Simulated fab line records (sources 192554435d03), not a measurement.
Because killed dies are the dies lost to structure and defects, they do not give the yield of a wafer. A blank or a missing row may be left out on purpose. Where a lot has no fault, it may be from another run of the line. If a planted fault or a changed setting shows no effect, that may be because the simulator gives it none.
Chamber matching :: flow n5 finfet :: N5_BEOL_M6_CMP_52 on cmp-04 has 4 sister chambers
The step polishes, stops on SiCOH lowk, t overpolish 6.9 s, target thk 80 nm. 14 wafers are shown with their chamber, then 7 later ones without.

== WAFERS, EACH WITH ITS CHAMBER ==
wafer: L074.2
chamber: 2
motor current A (A): 5.5
overpolish run s (s): 6.906
time to endpoint s (s): 66

wafer: L074.3
chamber: 1
motor current A (A): 6.3
overpolish run s (s): 6.896
time to endpoint s (s): 66

wafer: L074.4
chamber: 3
motor current A (A): 6.6
overpolish run s (s): 6.916
time to endpoint s (s): 67

wafer: L077.2
chamber: 2
motor current A (A): 5.6
overpolish run s (s): 6.889
time to endpoint s (s): 60

wafer: L077.5
chamber: 1
motor current A (A): 6.3
overpolish run s (s): 6.884
time to endpoint s (s): 57

wafer: L077.6
chamber: 2
motor current A (A): 5.7
overpolish run s (s): 6.905
time to endpoint s (s): 60

wafer: L083.4
chamber: 0
motor current A (A): 5.9
overpolish run s (s): 6.912
time to endpoint s (s): 59

wafer: L083.5
chamber: 1
motor current A (A): 6.2
overpolish run s (s): 6.901
time to endpoint s (s): 57

wafer: L083.6
chamber: 0
motor current A (A): 5.9
overpolish run s (s): 6.911
time to endpoint s (s): 60

wafer: L085.2
chamber: 3
motor current A (A): 7.0
overpolish run s (s): 6.897
time to endpoint s (s): 56

wafer: L085.3
chamber: 1
motor current A (A): 6.4
overpolish run s (s): 6.911
time to endpoint s (s): 59

wafer: L085.6
chamber: 3
motor current A (A): 7.0
overpolish run s (s): 6.916
time to endpoint s (s): 55

wafer: L087.2
chamber: 0
motor current A (A): 6.1
overpolish run s (s): 6.905
time to endpoint s (s): 60

wafer: L087.3
chamber: 2
motor current A (A): 5.9
overpolish run s (s): 6.896
time to endpoint s (s): 62

SIGNATURES (means of the wafers above)
reading: motor current A
chamber 0: 5.967
chamber 1: 6.300
chamber 2: 5.675
chamber 3: 6.867
scatter within a chamber: 0.155

reading: overpolish run s
chamber 0: 6.90933
chamber 1: 6.89800
chamber 2: 6.89900
chamber 3: 6.90967
scatter within a chamber: 0.00917

reading: time to endpoint s
chamber 0: 59.67
chamber 1: 59.75
chamber 2: 62.00
chamber 3: 59.33
scatter within a chamber: 4.1
Rule: for each reading, subtract the chamber's mean from the wafer's reading, divide by that reading's scatter and square the result; add these up over the readings and take the root, which gives the wafer's distance from the chamber. The wafer belongs to the nearest chamber; if the next one is less than 2 further off, it can't be placed. The scatter is the square root of a quotient: the sum, over the shown wafers, of each reading's squared deviation from its chamber's mean, divided by wafers minus chambers.

== WAFERS MISSING THEIR CHAMBER ==
wafer: L087.6
motor current A (A): 7.4
overpolish run s (s): 6.902
time to endpoint s (s): 62

wafer: L090.1
motor current A (A): 5.9
overpolish run s (s): 6.896
time to endpoint s (s): 59

wafer: L090.4
motor current A (A): 5.7
overpolish run s (s): 6.894
time to endpoint s (s): 61

wafer: L090.6
motor current A (A): 6.0
overpolish run s (s): 6.901
time to endpoint s (s): 60

wafer: L095.1
motor current A (A): 7.3
overpolish run s (s): 6.888
time to endpoint s (s): 58

wafer: L095.2
motor current A (A): 5.8
overpolish run s (s): 6.891
time to endpoint s (s): 60

wafer: L095.4
motor current A (A): 6.0
overpolish run s (s): 6.892
time to endpoint s (s): 56

== EACH ONE'S CHAMBER ==
wafer: L087.6
from the rows above: 3
in truth: 3

wafer: L090.1
from the rows above: can't be placed: 0 or 2 or 1
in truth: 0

wafer: L090.4
from the rows above: can't be placed: 2 or 0
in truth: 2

wafer: L090.6
from the rows above: can't be placed: 0 or 1 or 2
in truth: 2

wafer: L095.1
from the rows above: 3
in truth: 3

wafer: L095.2
from the rows above: can't be placed: 2 or 0
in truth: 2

wafer: L095.4
from the rows above: can't be placed: 0 or 1 or 2
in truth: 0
Correctly placed: 2 of 7. Not placeable from these rows: 5 (in 5, the candidates include the true chamber). Placed wrongly: 0.
